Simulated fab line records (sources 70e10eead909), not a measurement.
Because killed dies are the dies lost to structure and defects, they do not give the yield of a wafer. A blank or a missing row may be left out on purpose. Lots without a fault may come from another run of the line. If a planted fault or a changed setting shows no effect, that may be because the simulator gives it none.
fab line records ; flow nand_harc
record lots=11; wafers=33; last_day=24
route steps=1159 shown P_BONDPAD@368 A_ZERO_WELL@403 A_SOURCE_PLATE@423 END@1159
lots that met no fault: from a run of the same line without faults
start_h: the number of hours between the record's first day and the start of the first shown wafer of the lot ; wait_h: how many hours have passed since the lot's step before this one ; " the same as in the row above ; L1.1+2: several wafers, shown together as one row ; - no value, or no start was given ; * or withheld: withheld ; < > ~ a bound
route shown NAME@n: NAME is a module with steps in the file, n the number in the route of the first one ; usual: mean/standard deviation of fault-free wafers ; same: alike in all rows ; chamber/n: place in a boat ; sites: the reading at each site ; _std_site: the standard deviation of these ; _edge_site: mean of outer sites minus mean of inner sites ; radius_mm: how far each site lies from the wafer's centre ; mask NAME#n: copy n ; behind: the most recent tool/chamber to have shaped the wafer ; hold: why the lot was held/for how many hours/how that ended ; device: the transistor (n, p or np) that didn't switch ; end of line: tests of these same wafers at the route's end ; for a step that has no rows: nothing shown but its recipe ; killed: at the first sort, the dies lost to defects and structure; wafer yield is something else ; map: the dies of a wafer, with x for killed, . for not killed, _ for no die there
set.NAME: the run value of the setting; set.NAME@STEP: its run value at that earlier step ; model.NAME: the simulator's own value behind a step, which no gauge read
one table for each step of the route and one row for each wafer, over a sample of lots
services: from which hour (start_h, from the record's first day; less than 0 if before it) a tool's chamber was out of use, for how many hours, and why
## steps
# step NHARC_P_BONDPAD_ETCH_37
# recipe target_depth_a=600; overetch_a=180; time_s=65.91; ion_energy_ev=200; n2_flow_sccm=150; h2_flow_sccm=150; ar_flow_sccm=0; rf_w=400; bias_w=150; chemistry=N2/H2
# usual drypump_motor_current_A=5.6/0.41; mfc_ar_sccm=0.003/0.0094; oes_product_au=1.001/0.0068; rf_vpp_V=430.3/2.3; showerhead_plenum_p_Torr=2.03/0.084; throttle_valve_pct=14.170/0.0082
lot.wafer;tool;chamber;start_h;wait_h;drypump_motor_current_A;mfc_ar_sccm;oes_product_au;rf_hours_counter_h;rf_vpp_V;showerhead_plenum_p_Torr;throttle_valve_pct
L373.2;rie_diel-07;0;140.42;0.1;6.2;0;0.991;28;426.2;1.90;14.190
L373.4;rie_diel-07;3;140.42;0.1;5.7;0.044;1.002;28;431.8;2.11;14.173
L373.6;rie_diel-07;0;140.42;0.1;6.3;0;0.988;-;426.3;1.89;14.173
L374.1;rie_diel-12;3;143.99;0.1;4.9;0;1.001;11;431.4;2.04;14.165
L374.2;rie_diel-12;0;143.99;0.1;5.7;0;1.000;12;433.7;2.11;14.168
L374.6;rie_diel-12;1;143.99;0.1;5.6;0;1.001;-;433.2;2.15;14.157
L377.3;rie_diel-12;2;151.90;0.1;6.1;0;0.993;12;428.0;1.96;14.165
L377.1;rie_diel-12;3;151.90;0.1;4.8;0;0.996;12;430.0;2.04;14.167
L377.6;rie_diel-12;0;151.90;0.1;5.7;0;0.995;-;432.4;2.11;14.161
L376.3;rie_diel-12;1;155.53;0.1;5.6;0;0.994;11;432.4;2.14;14.166
L376.4;rie_diel-12;2;155.53;0.1;6.1;0;1.006;13;429.7;1.96;14.173
L376.2;rie_diel-12;3;155.53;0.1;4.8;0;0.999;13;428.4;2.04;14.156
L384.4;rie_diel-02;0;209.76;0.1;5.9;0;0.999;22;430.3;2.00;14.168
L384.2;rie_diel-02;1;209.76;0.1;5.4;0;1.014;21;428.0;1.92;14.172
L384.1;rie_diel-02;3;209.76;0.1;5.0;0.002;1.000;20;428.0;1.95;14.166
L387.1;rie_diel-12;2;228.12;0.1;6.1;0;0.997;2;428.0;1.96;14.187
L387.4;rie_diel-12;0;228.12;0.1;5.7;0;0.995;-;430.5;2.11;14.166
L387.5;rie_diel-12;3;228.12;0.1;4.8;0;1.000;-;432.6;2.03;14.174
L388.3;rie_diel-12;0;228.57;0.2;5.7;0;1.019;2;431.9;2.11;14.165
L388.1;rie_diel-12;3;228.57;0.2;4.8;0;0.999;2;429.1;2.03;14.156
L388.5;rie_diel-12;0;228.57;0.2;5.7;0;1.008;-;432.5;2.11;14.173
L390.2;rie_diel-02;3;237.95;0.1;5.0;0.002;1.001;31;427.7;1.95;14.167
L390.3;rie_diel-02;1;237.95;0.1;5.4;0;1.013;30;428.5;1.92;14.175
L390.6;rie_diel-02;0;237.95;0.1;5.9;0;1.003;-;429.1;2.00;14.156
L389.4;rie_diel-12;1;238.77;0.1;5.6;0;0.996;2;432.4;2.14;14.167
L389.5;rie_diel-12;1;238.77;0.1;5.6;0;1.006;-;431.8;2.14;14.175
L389.6;rie_diel-12;2;238.77;0.1;6.1;0;0.989;-;427.8;1.96;14.170
L393.2;rie_diel-12;0;252.03;0.1;5.7;0;0.995;5;432.7;2.11;14.176
L393.3;rie_diel-12;1;252.03;0.1;5.6;0;0.993;4;433.7;2.14;14.176
L393.1;rie_diel-12;2;252.03;0.1;6.1;0;0.999;4;428.1;1.96;14.175
L395.3;rie_diel-02;3;268.29;0.1;5.0;0.002;0.993;44;428.1;1.94;14.156
L395.1;rie_diel-02;2;268.29;0.1;5.4;0.014;0.993;38;427.1;1.91;14.175
L395.5;rie_diel-02;0;268.29;0.1;5.9;0;1.004;-;428.1;1.99;14.183
# step NHARC_A_ZERO_WELL_DESCUM_12
# recipe time_s=3; o2_flow_sccm=200; ar_flow_sccm=0; bias_power_w=0; chemistry=O2
# usual drypump_motor_current_A=5.8/0.33; mfc_ar_sccm=0.011/0.012; oes_product_au=1.000/0.0077; rf_vpp_V=57.9/0.83; showerhead_plenum_p_Torr=1.94/0.068; throttle_valve_pct=11.310/0.0084
# same bias_power_w=0
lot.wafer;tool;chamber;start_h;wait_h;drypump_motor_current_A;mfc_ar_sccm;oes_product_au;rf_hours_counter_h;rf_vpp_V;showerhead_plenum_p_Torr;throttle_valve_pct
L373.4;rie_diel-01;1;144.68;-;6.2;0.017;0.996;17;57.5;2.06;11.305
L373.2;rie_diel-01;0;144.68;-;5.4;0.006;1.019;17;56.0;1.90;11.314
L373.6;rie_diel-01;1;144.68;-;6.2;0.017;0.998;-;59.3;2.06;11.314
L374.1;rie_diel-08;2;147.99;-;5.8;0.010;1.009;1;58.2;2.06;11.309
L374.2;rie_diel-08;0;147.99;-;5.7;0.038;1.001;2;58.5;1.88;11.312
L374.6;rie_diel-08;1;147.99;-;5.9;0.002;0.987;-;58.2;1.93;11.291
L377.1;rie_diel-04;2;155.97;-;5.8;0;0.995;3;56.9;1.94;11.302
L377.3;rie_diel-04;3;155.97;-;5.5;0;1.004;3;58.5;1.92;11.310
L377.6;rie_diel-04;2;155.97;-;5.8;0;1.001;-;57.1;1.94;11.319
L376.2;rie_diel-04;1;159.64;-;5.4;0.009;1.019;3;57.7;1.94;11.296
L376.3;rie_diel-04;2;159.64;-;5.8;0;1.004;3;59.2;1.94;11.305
L376.4;rie_diel-04;0;159.64;-;6.5;0.024;1.004;3;57.1;1.93;11.312
L384.1;rie_diel-08;2;213.98;-;5.8;0.010;1.001;5;56.7;2.06;11.293
L384.2;rie_diel-08;1;213.98;-;5.9;0.002;0.998;6;57.9;1.93;11.321
L384.4;rie_diel-08;1;213.98;-;5.9;0.002;0.997;-;59.4;1.93;11.312
L387.1;rie_diel-08;2;232.27;-;5.8;0.010;1.003;6;57.8;2.06;11.304
L387.4;rie_diel-08;3;232.27;-;5.7;0;1.011;-;58.3;1.84;11.295
L387.5;rie_diel-08;0;232.27;-;5.7;0.038;0.995;-;57.5;1.88;11.301
L388.3;rie_diel-04;2;232.53;-;5.8;0;1.000;7;57.7;1.94;11.312
L388.1;rie_diel-04;1;232.53;-;5.4;0.009;1.008;7;58.1;1.94;11.311
L388.5;rie_diel-04;2;232.53;-;5.8;0;1.004;-;58.2;1.94;11.317
L390.3;rie_diel-08;3;241.86;-;5.7;0;0.997;5;57.8;1.84;11.300
L390.2;rie_diel-08;0;241.86;-;5.7;0.038;0.990;7;56.7;1.88;11.309
L390.6;rie_diel-08;0;241.86;-;5.7;0.038;0.988;-;57.9;1.88;11.309
L389.4;rie_diel-04;1;242.78;-;5.4;0.009;1.008;8;58.2;1.94;11.292
L389.5;rie_diel-04;2;242.78;-;5.8;0;1.006;-;56.8;1.94;11.324
L389.6;rie_diel-04;3;242.78;-;5.5;0;1.003;-;58.2;1.91;11.313
L393.3;rie_diel-08;1;257.24;-;5.9;0.002;0.987;9;58.2;1.92;11.315
L393.2;rie_diel-08;2;257.24;-;5.8;0.010;0.988;8;58.0;2.06;11.307
L393.1;rie_diel-08;3;257.24;-;5.7;0;1.004;7;58.2;1.84;11.312
L395.1;rie_diel-04;0;272.38;-;6.5;0.024;1.005;11;58.0;1.92;11.325
L395.3;rie_diel-04;1;272.38;-;5.4;0.009;1.000;10;57.4;1.94;11.317
L395.5;rie_diel-04;2;272.38;-;5.8;0;1.008;-;57.6;1.94;11.311
# step NHARC_A_ZERO_WELL_ETCH_13
# recipe target_depth_a=1200; time_s=40.1; hbr_flow_sccm=150; cl2_flow_sccm=50; rf_w=400; icp_w=400; bias_w=100; chemistry=HBr/Cl2
# usual drypump_motor_current_A=5.7/0.43; hbr_flow_sccm=150.0/0.47; oes_product_au=1.001/0.0075; throttle_valve_pct=26.407/0.0087
lot.wafer;tool;chamber;start_h;wait_h;drypump_motor_current_A;hbr_flow_sccm;oes_product_au;rf_hours_counter_h;throttle_valve_pct
L373.2;rie_si-05;2;144.90;-;5.3;149.9;0.994;0.6;26.410
L373.4;rie_si-05;3;144.90;-;6.1;149.0;0.991;0.7;26.408
L373.6;rie_si-05;1;144.90;-;5.0;149.6;1.003;-;26.405
L374.1;rie_si-02;0;148.20;-;5.6;149.4;1.004;0.9;26.421
L374.2;rie_si-02;1;148.20;-;5.9;150.1;1.012;0.9;26.408
L374.6;rie_si-02;3;148.20;-;5.8;150.5;0.994;-;26.420
L377.1;rie_si-05;2;156.17;-;5.3;149.9;0.991;0.7;26.402
L377.3;rie_si-05;3;156.17;-;6.0;149.6;0.997;0.8;26.412
L377.6;rie_si-05;2;156.17;-;5.3;148.9;1.001;-;26.411
L376.3;rie_si-02;2;159.84;-;6.3;150.9;0.995;0.7;26.408
L376.2;rie_si-02;0;159.84;-;5.6;149.8;1.006;1.0;26.421
L376.4;rie_si-02;1;159.84;-;5.9;150.3;0.998;1.0;26.404
L384.4;rie_si-01;0;214.22;-;5.6;149.7;1.004;0.7;26.408
L384.1;rie_si-01;2;214.22;-;6.4;150.3;1.012;0.7;26.409
L384.2;rie_si-01;3;214.22;-;5.8;149.9;1.002;0.8;26.402
L387.4;rie_si-01;2;232.50;-;6.4;150.6;0.990;0.8;26.403
L387.1;rie_si-01;3;232.50;-;5.9;149.7;1.002;0.9;26.385
L387.5;rie_si-01;1;232.50;-;5.0;149.0;1.007;-;26.405
L388.1;rie_si-02;0;232.74;-;5.6;150.5;0.995;0.1;26.402
L388.3;rie_si-02;2;232.74;-;6.3;150.6;1.001;0.0;26.400
L388.5;rie_si-02;3;232.74;-;5.8;150.6;0.985;-;26.403
L390.2;rie_si-01;3;242.07;-;5.8;150.9;1.004;0.9;26.413
L390.3;rie_si-01;2;242.07;-;6.4;149.9;0.993;0.8;26.399
L390.6;rie_si-01;0;242.07;-;5.6;149.4;1.001;-;26.405
L389.4;rie_si-01;3;242.99;-;5.9;149.6;1.016;1.0;26.411
L389.5;rie_si-01;0;242.99;-;5.6;149.6;1.005;-;26.412
L389.6;rie_si-01;1;242.99;-;5.0;149.9;1.008;-;26.402
L393.2;rie_si-02;3;257.44;-;5.8;150.8;0.990;0.3;26.416
L393.3;rie_si-02;0;257.44;-;5.6;150.3;1.006;0.3;26.422
L393.1;rie_si-02;2;257.44;-;6.4;150.0;1.000;0.3;26.407
L395.3;rie_si-02;1;272.58;-;5.9;149.7;1.006;0.1;26.401
L395.1;rie_si-02;2;272.58;-;6.3;150.1;1.003;0.4;26.410
L395.5;rie_si-02;1;272.58;-;5.9;149.7;0.996;-;26.399
# step NHARC_A_ZERO_WELL_STRIP_14
# recipe time_s=900; temp_c=130; chemistry=SPM
lot.wafer;tool;chamber;start_h;wait_h
L373.4+2+6;wet_bench-07;5,0,2;145.04;-
L374.2+6+1;wet_bench-04;5,6,0;148.35;-
L377.6+3+1;wet_bench-09;2,4,6;156.32;-
L376.2+3+4;wet_bench-04;5,0,1;160.00;-
L384.2+1+4;wet_bench-07;7,1,4;214.37;-
L387.4+1+5;wet_bench-04;2,3,4;232.65;-
L388.5+3+1;wet_bench-07;6,7,0;232.94;-
L390.3+2+6;wet_bench-09;2,3,5;242.23;-
L389.6+5+4;wet_bench-04;2,3,5;243.11;-
L393.1+2+3;wet_bench-09;7,1,2;257.63;-
L395.1+3+5;wet_bench-04;7,0,1;272.73;-
# step NHARC_A_ZERO_WELL_INSPECT_17
# usual raw_defect_count=10/5.6
lot.wafer;tool;chamber;start_h;wait_h;raw_defect_count
L373.2;defect_inspect-01;-;146.15;0.1;15
L373.4;defect_inspect-01;-;146.15;0.1;22
L373.6;defect_inspect-01;-;146.15;0.1;10
L374.1;defect_inspect-02;-;149.29;0.2;2
L374.2;defect_inspect-02;-;149.29;0.2;15
L374.6;defect_inspect-02;-;149.29;0.2;8
L377.1;defect_inspect-01;-;157.29;0.2;5
L377.3;defect_inspect-01;-;157.29;0.2;10
L377.6;defect_inspect-01;-;157.29;0.2;16
L376.2;defect_inspect-02;-;160.95;0.1;12
L376.3;defect_inspect-02;-;160.95;0.1;7
L376.4;defect_inspect-02;-;160.95;0.1;14
L384.1;defect_inspect-01;-;215.32;0.2;4
L384.2;defect_inspect-01;-;215.32;0.2;803
L384.4;defect_inspect-01;-;215.32;0.2;4
L387.1;defect_inspect-01;-;233.77;0.2;16
L387.4;defect_inspect-01;-;233.77;0.2;10
L387.5;defect_inspect-01;-;233.77;0.2;6
L388.1;defect_inspect-02;-;233.94;0.2;9
L388.3;defect_inspect-02;-;233.94;0.2;769
L388.5;defect_inspect-02;-;233.94;0.2;7
L390.2;defect_inspect-01;-;243.17;0.1;8
L390.3;defect_inspect-01;-;243.17;0.1;3
L390.6;defect_inspect-01;-;243.17;0.1;25
L389.4;defect_inspect-01;-;244.11;0.1;22
L389.5;defect_inspect-01;-;244.11;0.1;11
L389.6;defect_inspect-01;-;244.11;0.1;12
L393.1;defect_inspect-01;-;258.56;0.2;8
L393.2;defect_inspect-01;-;258.56;0.2;8
L393.3;defect_inspect-01;-;258.56;0.2;14
L395.1;defect_inspect-01;-;273.92;0.2;15
L395.3;defect_inspect-01;-;273.92;0.2;14
L395.5;defect_inspect-01;-;273.92;0.2;14
# step NHARC_A_SOURCE_PLATE_INSPECT_08
# usual raw_defect_count=62/28
lot.wafer;tool;chamber;start_h;wait_h;raw_defect_count
L374.1;defect_inspect-01;-;167.95;0.0;39
L374.2;defect_inspect-01;-;167.95;0.0;42
L374.6;defect_inspect-01;-;167.95;0.0;81
L373.2;defect_inspect-02;-;167.95;0.0;62
L373.4;defect_inspect-02;-;167.95;0.0;52
L373.6;defect_inspect-02;-;167.95;0.0;92
L377.1;defect_inspect-01;-;177.52;0.0;66
L377.3;defect_inspect-01;-;177.52;0.0;40
L377.6;defect_inspect-01;-;177.52;0.0;41
L376.2;defect_inspect-01;-;182.79;0.0;62
L376.3;defect_inspect-01;-;182.79;0.0;102
L376.4;defect_inspect-01;-;182.79;0.0;41
L384.1;defect_inspect-01;-;234.44;0.0;55
L384.2;defect_inspect-01;-;234.44;0.0;847
L384.4;defect_inspect-01;-;234.44;0.0;76
L387.1;defect_inspect-01;-;254.29;0.0;39
L387.4;defect_inspect-01;-;254.29;0.0;181
L387.5;defect_inspect-01;-;254.29;0.0;57
L388.1;defect_inspect-02;-;254.30;0.0;52
L388.3;defect_inspect-02;-;254.30;0.0;819
L388.5;defect_inspect-02;-;254.30;0.0;49
L390.2;defect_inspect-01;-;264.08;0.0;55
L390.3;defect_inspect-01;-;264.08;0.0;37
L390.6;defect_inspect-01;-;264.08;0.0;59
L389.4;defect_inspect-02;-;264.08;0.0;68
L389.5;defect_inspect-02;-;264.08;0.0;112
L389.6;defect_inspect-02;-;264.08;0.0;57
L393.1;defect_inspect-01;-;279.92;0.0;55
L393.2;defect_inspect-01;-;279.92;0.0;94
L393.3;defect_inspect-01;-;279.92;0.0;30
L395.1;defect_inspect-02;-;296.22;0.0;52
L395.3;defect_inspect-02;-;296.22;0.0;42
L395.5;defect_inspect-02;-;296.22;0.0;136
# step NHARC_END_SORT_01
# recipe temp_c=25
# usual killed_at_array=28/12; killed_at_other=0.8/1.1; killed_at_periphery=3.6/2.3; killed_dies=32/12; killed_open=3.4/1.9; killed_short=2.0/1.3
# same gross_dies=677
lot.wafer;tool;chamber;start_h;wait_h;killed_at_array;killed_at_other;killed_at_periphery;killed_dies;killed_open;killed_short
L384.1;prober-02;0;511.85;2.5;18;0;6;24;0;1
L384.2;prober-02;0;512.65;2.8;83;5;3;91;2;1
L384.4;prober-02;0;514.25;3.4;22;2;8;32;5;3
L388.1;prober-02;0;536.29;2.5;53;2;4;59;3;2
L388.3;prober-02;0;537.88;3.1;88;2;7;97;3;3
L388.5;prober-02;0;539.47;3.7;42;1;4;47;4;3
# killed by level:class
L384.1 A_CHANNEL_HOLE_D1:chamber_film_flake=13 P_GATE:chamber_film_flake=3 P_M1:chamber_film_flake=2 A_CONTACT:chamber_film_flake=2 A_WL_FILL:geometric_particle:short=1 P_BONDPAD:chamber_film_flake=1 A_STAIRCASE:chamber_film_flake=1 A_M1:chamber_film_flake=1
L384.2 A_ZERO_WELL:unspecified=59 A_CHANNEL_HOLE_D1:chamber_film_flake=16 THIN_TSV:chamber_film_flake=5 A_STAIRCASE:chamber_film_flake=2 A_CONTACT:chamber_film_flake=2 A_SOURCE_PLATE:geometric_particle:short=1 A_M1:geometric_particle:open=1 A_BONDPAD:geometric_particle:open=1
L384.4 A_CHANNEL_HOLE_D1:chamber_film_flake=13 P_CONTACT:geometric_particle:open=3 P_M1:chamber_film_flake=2 A_STAIRCASE:chamber_film_flake=2 A_CONTACT:chamber_film_flake=2 THIN_TSV:chamber_film_flake=2 P_CONTACT:geometric_particle:short=1 A_CHANNEL_HOLE_D1:geometric_particle:open=1
L388.1 A_SLIT:chamber_film_flake=21 A_STAIRCASE:chamber_film_flake=12 A_CHANNEL_HOLE_D1:chamber_film_flake=9 A_CONTACT:chamber_film_flake=7 P_ZERO_WELL:chamber_film_flake=3 A_CONTACT:geometric_particle:open=2 P_M0:geometric_particle:open=1 A_ONON_D1:geometric_particle:short=1
L388.3 A_ZERO_WELL:unspecified=59 A_SLIT:chamber_film_flake=13 A_STAIRCASE:chamber_film_flake=5 P_ZERO_WELL:chamber_film_flake=4 A_CHANNEL_HOLE_D1:chamber_film_flake=4 A_CONTACT:chamber_film_flake=3 THIN_TSV:chamber_film_flake=2 P_CONTACT:geometric_particle:short=1
L388.5 A_SLIT:chamber_film_flake=18 A_STAIRCASE:chamber_film_flake=8 A_CHANNEL_HOLE_D1:chamber_film_flake=7 P_ZERO_WELL:chamber_film_flake=3 A_WL_FILL:geometric_particle:short=2 A_WL_FILL:chamber_film_flake=2 P_CONTACT:geometric_particle:short=1 A_ONON_D1:geometric_particle:open=1
## services
tool;chamber;start_h;hours;kind
rie_diel-08;-;124.80;9.0;pm
rie_si-01;-;127.00;9.0;pm
rie_diel-12;2;141.04;1.8;repair
rie_diel-01;-;146.07;9.0;pm
rie_diel-02;-;150.92;9.0;pm
wet_bench-04;-;163.20;8.0;pm
rie_diel-12;3;169.24;20.2;repair
rie_diel-12;0;175.37;2.7;repair
rie_diel-07;2;177.36;4.5;repair
rie_diel-08;3;184.93;4.5;repair
rie_diel-01;-;189.61;0.3;repair
rie_diel-12;-;202.43;9.0;pm
rie_diel-08;3;206.54;9.9;repair
rie_si-02;-;211.00;9.0;pm
rie_diel-01;0;224.17;1.5;repair
rie_diel-12;1;226.65;5.4;repair
rie_diel-07;-;228.37;9.0;pm
rie_diel-08;1;229.54;2.8;repair
rie_si-02;1;231.75;26.7;repair
rie_si-05;-;239.00;9.0;pm
rie_diel-12;3;248.53;10.9;repair
rie_diel-02;2;254.31;11.7;repair
rie_diel-12;-;265.48;1.1;repair
wet_bench-07;-;272.00;8.0;pm
## key
first_sign step=NHARC_A_ZERO_WELL_INSPECT_17; reading=raw_defect_count; direction=up; sigmas=99+; usual=10; struck=786
effect step=NHARC_A_SOURCE_PLATE_INSPECT_08; reading=raw_defect_count; direction=up; sigmas=27; usual=62; struck=833
effect step=NHARC_END_SORT_01; reading=killed_dies; direction=up; sigmas=5.4; usual=32; struck=94
more_kills_born_at NHARC_A_ZERO_WELL_STRIP_14@wet_bench-07=118
met_at NHARC_A_ZERO_WELL_STRIP_14
struck_lots L384,L388
struck_wafers L384.2,L388.3
tester_left_out L384,L388
not_acting_at NHARC_P_BONDPAD_ETCH_37,NHARC_A_ZERO_WELL_DESCUM_12,NHARC_A_ZERO_WELL_ETCH_13
fault kind=chamber_particle_source; tool=wet_bench-07; chamber=7; onset_h=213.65; steps=NHARC_A_ZERO_WELL_STRIP_14; rate_per_visit_cm2=1.2467; end_h=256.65
# tester_left_out: of these lots the tester's yield and bins aren't shown, on N5 and GAA mostly nor the transistor test; their killed dies are dies lost to structure and defects alone, not to doping, threshold or leakage, so they don't give the yield
